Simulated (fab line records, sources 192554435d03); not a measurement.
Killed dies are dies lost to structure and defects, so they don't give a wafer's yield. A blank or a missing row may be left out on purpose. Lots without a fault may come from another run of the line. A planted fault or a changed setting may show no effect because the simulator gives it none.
Chamber matching | flow n5_finfet | N5_DUMMY_GATE_TRIM_49 on rie_si-05: 4 sister chambers
The step chemistry O2, time 29 s, target cd 14 nm. 4 wafers are shown with their chamber, then 7 later ones without.

WAFERS WITH THEIR CHAMBER
wafer  | chamber | throttle_valve_pct (%)
L089.5 | 2       | 8.54
L090.6 | 0       | 7.85
L092.1 | 3       | 8.25
L092.3 | 1       | 7.96

WAFERS WITHOUT THEIR CHAMBER
wafer  | throttle_valve_pct (%)
L092.6 | 8.27
L094.1 | 7.83
L094.2 | 8.27
L094.6 | 7.97
L096.1 | 8.25
L096.2 | 7.95
L096.6 | 7.82

WHICH CHAMBER EACH WENT THROUGH
wafer  | from the rows above | in truth
L092.6 | 3                   | 3
L094.1 | 0                   | 0
L094.2 | 3                   | 3
L094.6 | 1                   | 1
L096.1 | 3                   | 3
L096.2 | 1                   | 1
L096.6 | 0                   | 0
Placed correctly: 7 of 7. Can't be placed from these rows: 0. Placed wrongly: 0.
How it was worked out, from the rows above alone: a wafer's distance from a chamber is the root of the sum, over the readings, of the square of ((its reading less the chamber's mean) divided by the reading's scatter). The wafer belongs to the nearest chamber; if the next one is less than 2 further off, it can't be placed. A chamber's mean is the mean of its shown wafers. The scatter: with one shown wafer a chamber, the root of the mean of the squares of how far each hidden wafer lies from its nearest shown one.
